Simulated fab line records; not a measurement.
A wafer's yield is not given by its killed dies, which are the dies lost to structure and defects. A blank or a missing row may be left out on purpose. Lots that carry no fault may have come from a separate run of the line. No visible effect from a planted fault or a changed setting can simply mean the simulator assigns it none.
Struck lot and sound lot, side by side -- flow n5_finfet -- 18 out of 1938 route steps
Sound: the wafers L225.3, L225.4, L225.6. Struck: wafers L216.3, L216.4 (left out: L216.5, a lot-mate that was not struck); the cause follows at the end.
At each step with rows: each side's tool, then ch and its chambers, then its first start. Under that, the readings that differ: sound wafers -- struck wafers -- difference of the means -- sigmas: that difference in standard deviations of wafers without a fault.
alike: a reading whose means differ by less than 2 such deviations, as well as words and numbers matching on both sides. not compared: withheld readings; readings where some wafer has no value; bounds like >300 that might hide an equal value; numbers whose values overlap and for which the record gives no deviation.
A row with sigmas, a row that says differs or no value, or rows on one side alone: a step with any of these is where the two part. Non-overlapping numbers with no deviation appear without sigmas and do not part them. A reading that every wafer of one side lacks parts them only if that side has two wafers or more.

first, 1 step without rows for these wafers: N5_SD_EPI_N_DEVELOP_08 (develop time 30 s).
N5_SD_EPI_N_CD_MEAS_09: the cd target is 120 nm.
  sound on cd_sem-03 ch 0, day 7 10:57; struck on cd_sem-01 ch 0, day 5 06:35
  alike: cd_nm
N5_SD_EPI_N_OVL_MEAS_10:
  sound on overlay-01 ch 0, day 7 10:59; struck on overlay-01 ch 0, day 5 06:37
  alike: SD_N_BLK_OVL
N5_SD_EPI_N_INSPECT_11: inspects for defects (macro).
  sound on defect_inspect-01, day 7 11:00; struck on defect_inspect-02, day 5 06:38
  alike: raw_defect_count
N5_SD_EPI_N_DESCUM_14: chemistry O2, time 7.9 s.
  sound on rie_diel-03 ch 1,2,3, day 7 11:02; struck on rie_diel-03 ch 2,3, day 5 06:40
  alike: drypump_motor_current_A, oes_product_au, rf_vpp_V, showerhead_plenum_p_Torr, throttle_valve_pct
  not compared: rf_hours_counter_h
N5_SD_EPI_N_ETCH_34: etches SiARC in CF4, target depth 45.5 nm, time 75.8 s.
  sound on rie_diel-03 ch 1,2,3, day 7 11:04; struck on rie_diel-03 ch 2,3, day 5 06:43
  alike: drypump_motor_current_A, etch_rf_on_time_s, oes_product_au, rf_vpp_V, showerhead_plenum_p_Torr, throttle_valve_pct
  not compared: rf_hours_counter_h
then, 2 steps without rows for these wafers: N5_SD_EPI_N_ETCH_35 (etches SOC in N2/H2, overetch 108 nm, time 486 s); N5_SD_EPI_N_STRIP_36 (strips in N2/H2).
N5_SD_EPI_N_ETCHBACK_44: etches SiNx in CH3F/O2, stops on SiO2, target depth 14.5 nm.
  sound on rie_diel-03 ch 1,2,3, day 7 11:27; struck on rie_diel-03 ch 2,3, day 5 07:05
  alike: drypump_motor_current_A, oes_product_au, rf_vpp_V, showerhead_plenum_p_Torr, throttle_valve_pct
  not compared: rf_hours_counter_h
then, 1 step without rows for these wafers: N5_SD_EPI_N_ETCH_45 (etches SiOCN in CH3F/O2, target depth 6 nm).
N5_SD_EPI_N_ETCH_16: etches SiO2 in CHF3/O2, target depth 5 nm.
  sound on rie_diel-03 ch 1,2,3, day 7 11:39; struck on rie_diel-03 ch 2,3, day 5 07:17
  alike: drypump_motor_current_A, oes_product_au, rf_vpp_V, showerhead_plenum_p_Torr, throttle_valve_pct
  not compared: rf_hours_counter_h
then, 1 step without rows for these wafers: N5_SD_EPI_N_STRIP_47 (strips in CHF3/O2).
N5_SD_EPI_N_SD_RECESS_17: chemistry HBr/Cl2/O2, target depth 41 nm, time 23.7 s, bt time 3 s.
  sound on rie_si-06 ch 2,3, day 7 11:43; struck on rie_si-04 ch 0,3, day 5 07:22
reading,sound,struck,difference,sigmas
model.Si_of_WELL_APT_EPI_41.thk_nm (nm),7.8 7.8 8.6,11.6 12,+3.7,
model.etch.depth_nm (nm),41.61 41.34 41.05,36.82 36.51,-4.67,
model.SD_EPI_N.feature_depth_nm (nm),41.6 41.4 41,36.8 36.6,-4.6,
  alike: drypump_motor_current_A, oes_product_au, throttle_valve_pct
  not compared: rf_hours_counter_h
N5_SD_EPI_N_STRIP_38: strips in N2/H2.
  sound on plasma_asher-01 ch 0,1, day 7 11:50; struck on plasma_asher-01 ch 0,1, day 5 07:28
reading,sound,struck,difference,sigmas
oes_product_au (a.u.),0.767 0.774 0.762,0.740 0.749,-0.023,-2
  alike: drypump_motor_current_A, heater_power_w
  not compared: rf_hours_counter_h
then, 1 step without rows for these wafers: N5_SD_EPI_N_WET_ETCH_43 (etches SiO2 in dHF, time 14 s, target depth 1.5 nm).
N5_SD_EPI_N_STRIP_18: strips in SPM, time 750 s.
  sound on wet_bench-05 ch 2,3,6, day 7 11:55; struck on wet_bench-06 ch 6,7, day 5 07:33
reading,sound,struck,difference,sigmas
model.Si_of_WELL_APT_EPI_41.thk_nm (nm),7.4 7.4 8.2,11.2 11.6,+3.7,
then, 1 step without rows for these wafers: N5_SD_EPI_N_SRD_20 (time 30 s).
-- the record jumps here: 9 days lie between the struck wafers' starts before and after (it left off in module SD_EPI_N and takes up again in module PASSIVATION, whose first step shown is number 1936 of the route) --
N5_PASSIVATION_PROBE_49:
  sound on prober-02, day 17 14:05; struck on prober-01, day 14 14:41
reading,sound,struck,difference,sigmas
killed_at_M0_to_M3,24 22 38,46 64,+27,+2
killed_open,65 60 53,89 96,+33,+2
  alike: killed_at_M4_up, killed_at_contacts, killed_at_front_end, killed_at_other, killed_dies, killed_short

## WHERE THEY PART
First at N5_SD_EPI_N_STRIP_38; last, within this record, at N5_PASSIVATION_PROBE_49.

WHY: what the simulator had put in
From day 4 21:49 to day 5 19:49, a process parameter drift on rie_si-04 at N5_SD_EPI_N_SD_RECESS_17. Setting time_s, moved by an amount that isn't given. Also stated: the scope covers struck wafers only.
